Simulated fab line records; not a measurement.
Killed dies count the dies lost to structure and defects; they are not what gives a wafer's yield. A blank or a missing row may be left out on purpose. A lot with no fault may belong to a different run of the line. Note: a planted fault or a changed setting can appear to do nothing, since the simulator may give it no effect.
Which tool was responsible?	flow nandHarc	24 lots, 72 wafers sampled, at 2 steps of a route of 1302

WHAT EACH GAUGE READ, for each wafer
NHARC_P_ZERO_WELL_CD_MEAS_11: the cd target is 500 nm. Usual: cdNm reads 499.7 nm (standard deviation 1.9).
lot	measured	on	cdNm (nm)	flag
L074	day 1 21:11	cdSem-01	499.8 500.2 499.3	
L075	day 2 07:14	cdSem-03	503.1 503.5 503.7	
L076	day 2 17:14	cdSem-02	497.5 501.1 499.6	
L077	day 3 03:14	cdSem-01	500.1 499.7 501.3	
L078	day 3 13:16	cdSem-02	499.9 496.7 500.3	
L079	day 3 23:14	cdSem-03	499.5 498.7 499.1	
L080	day 4 09:07	cdSem-01	497.5 498.4 500.6	
L081	day 4 19:14	cdSem-03	498.8 499.1 499.6	
L082	day 5 05:14	cdSem-03	495.9 497.5 501.2	
L083	day 5 15:14	cdSem-02	504.7 502.3 500.5	
L084	day 6 01:19	cdSem-03	499.7 499.5 501.1	
L085	day 6 11:14	cdSem-02	502.6 500.4 503.0	
L086	day 6 21:07	cdSem-01	500.2 498.1 500.8	
L087	day 7 07:15	cdSem-02	499.7 501.5 499.2	
L088	day 7 17:15	cdSem-03	502.3 498.4 500.3	
L089	day 8 03:07	cdSem-02	501.9 500.0 500.0	
L090	day 8 13:07	cdSem-01	499.3 498.1 499.2	
L091	day 8 23:08	cdSem-03	501.7 498.7 501.4	
L092	day 9 09:08	cdSem-02	502.0 499.6 496.9	
L093	day 9 19:14	cdSem-01	500.7 503.5 503.4	
L094	day 10 05:14	cdSem-02	498.2 502.0 500.9	
L095	day 10 15:16	cdSem-01	500.0 499.9 499.8	
L096	day 11 01:15	cdSem-02	501.2 498.2 501.3	
L097	day 11 11:14	cdSem-02	494.2 501.5 498.4	

NHARC_P_GATE_CD_MEAS_26: the cd target is 120 nm. Usual: cdNm reads 120.0 nm (standard deviation 0.6).
lot	measured	on	cdNm (nm)	flag
L074	day 4 23:10	cdSem-01	119.2 119.8 119.5	
L075	day 5 12:58	cdSem-01	120.5 119.8 120.3	
L076	day 5 20:47	cdSem-01	119.7 119.7 119.7	
L077	day 6 07:05	cdSem-01	120.2 119.2 120.4	
L078	day 6 18:41	cdSem-02	120.1 120.0 119.7	
L079	day 7 06:41	cdSem-03	120.5 121.1 120.6	
L080	day 7 21:25	cdSem-02	120.6 120.6 120.6	
L081	day 7 21:39	cdSem-01	119.1 120.4 120.5	
L082	day 8 07:26	cdSem-01	119.1 119.9 119.6	
L083	day 8 20:53	cdSem-03	120.5 120.1 120.3	
L084	day 9 03:23	cdSem-01	120.4 120.0 120.0	
L085	day 9 17:48	cdSem-02	119.5 119.0 119.1	
L086	day 9 17:08	cdSem-02	120.1 119.3 120.1	
L087	day 10 13:18	cdSem-03	120.3 120.8 120.1	
L088	day 11 06:58	cdSem-01	120.3 120.1 120.6	
L089	day 11 06:19	cdSem-02	120.2 119.8 120.0	
L090	day 11 20:01	cdSem-03	118.5 118.6 119.6	
L091	day 12 00:13	cdSem-03	120.2 120.1 119.7	
L092	day 12 12:37	cdSem-03	119.9 120.4 120.8	
L093	day 13 02:17	cdSem-01	120.6 121.1 119.8	
L094	day 13 12:22	cdSem-02	120.3 119.5 120.8	
L095	day 13 13:08	cdSem-03	119.7 119.9 119.5	
L096	day 14 02:55	cdSem-03	119.1 119.9 120.4	
L097	day 14 10:38	cdSem-03	120.7 120.2 119.9	

EACH LOT AND THE TOOL THAT RAN IT (in order: tool; ch and the chambers of the sampled wafers; start)
Before these readings, the record contains no process step.

WHAT THE TOOLS THEMSELVES READ (means of the sampled wafers that have a number; where no wafer has one, the mark that the record gives instead)
The record holds no such reading with a usual standard deviation.

THE ANSWER, worked out from the rows above alone
Rule: a lot counts as off when the mean over its wafers that have a number is more than 3 standard deviations away from the usual mean. A lot without any number at a reading at which 4 lots or more have one is off too. The other lots that the step has rows for count as sound. First the gauges in route order, then the tools' own readings, where a lot's mean is used as printed above. At the first step where some lot is off, the reading lying furthest off is the one used; lots without a number count as furthest.
Across all readings shown, no lot is off: no conclusion can be drawn from this.

WHAT THE SIMULATOR HAD PUT IN
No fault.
